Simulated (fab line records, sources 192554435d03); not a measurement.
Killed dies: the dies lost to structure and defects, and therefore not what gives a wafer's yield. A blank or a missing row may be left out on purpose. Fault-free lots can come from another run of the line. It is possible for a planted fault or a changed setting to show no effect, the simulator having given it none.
Chamber matching + flow n5Finfet + N5_BEOL_M8_ILD_DEP_00 on pecvd-01: 3 sister chambers
The step deposits SiCOH lowk from DEMS/porogen, target thk 179.75 nm, time 33.4 s. 18 wafers are shown with their chamber, then 9 later ones without.

## WAFERS PAIRED WITH THEIR CHAMBERS
| wafer  | chamber | throttleValvePct (%) | heaterPowerW (W) | showerheadPlenumPTorr (Torr) |
|--------|---------|----------------------|------------------|------------------------------|
| L074.1 | 0       | 14.2                 | 294              | 5.730                        |
| L074.4 | 1       | 15.6                 | 324              | 5.737                        |
| L074.6 | 2       | 13.0                 | 297              | 5.736                        |
| L078.1 | 0       | 14.2                 | 286              | 5.737                        |
| L078.4 | 2       | 13.1                 | 298              | 5.759                        |
| L078.6 | 0       | 14.0                 | 294              | 5.733                        |
| L080.2 | 2       | 13.3                 | 280              | 5.741                        |
| L080.3 | 1       | 15.9                 | 344              | 5.735                        |
| L080.6 | 1       | 15.7                 | 339              | 5.738                        |
| L084.2 | 0       | 14.2                 | 298              | 5.720                        |
| L084.3 | 1       | 15.8                 | 336              | 5.736                        |
| L084.5 | 2       | 13.2                 | 277              | 5.755                        |
| L087.4 | 1       | 16.0                 | 329              | 5.721                        |
| L087.5 | 2       | 13.2                 | 292              | 5.753                        |
| L087.6 | 0       | 14.2                 | 272              | 5.730                        |
| L090.1 | 0       | 13.9                 | 253              | 5.732                        |
| L090.5 | 2       | 13.5                 | 287              | 5.753                        |
| L090.6 | 1       | 15.9                 | 293              | 5.724                        |

SIGNATURES, as means of the wafers listed above
| reading               | chamber 0 | chamber 1 | chamber 2 | scatter within a chamber |
|-----------------------|-----------|-----------|-----------|--------------------------|
| throttleValvePct      | 14.117    | 15.817    | 13.217    | 0.152                    |
| heaterPowerW          | 282.83    | 327.50    | 288.50    | 15.4                     |
| showerheadPlenumPTorr | 5.73033   | 5.73183   | 5.74950   | 0.00745                  |
Rule: for each reading, subtract the chamber's mean from the wafer's reading, divide by that reading's scatter and square the result; add these up over the readings and take the root, which gives the wafer's distance from the chamber. The wafer belongs to the nearest chamber; if the next one is less than 2 further off, it can't be placed. The scatter is the square root of a quotient: the sum, over the shown wafers, of each reading's squared deviation from its chamber's mean, divided by wafers minus chambers.

## WAFERS WITHOUT THEIR CHAMBER
| wafer  | throttleValvePct (%) | heaterPowerW (W) | showerheadPlenumPTorr (Torr) |
|--------|----------------------|------------------|------------------------------|
| L093.2 | 14.3                 | 266              | 5.721                        |
| L093.3 | 13.1                 | 296              | 5.746                        |
| L093.4 | 14.1                 | 279              | 5.733                        |
| L096.1 | 13.2                 | 263              | 5.759                        |
| L096.2 | 14.3                 | 283              | 5.743                        |
| L096.3 | 13.2                 | 269              | 5.763                        |
| L096.4 | 14.0                 | 287              | 5.726                        |
| L096.5 | 14.0                 | 294              | 5.726                        |
| L096.6 | 13.3                 | 272              | 5.756                        |

## CHAMBER TAKEN BY EACH
| wafer  | from the rows above | in truth |
|--------|---------------------|----------|
| L093.2 | 0                   | 0        |
| L093.3 | 2                   | 2        |
| L093.4 | 0                   | 0        |
| L096.1 | 2                   | 2        |
| L096.2 | 0                   | 0        |
| L096.3 | 2                   | 2        |
| L096.4 | 0                   | 0        |
| L096.5 | 0                   | 0        |
| L096.6 | 2                   | 2        |
Placed correctly: 9 of 9. From these rows, 0 cannot be placed. Placed wrongly: 0.
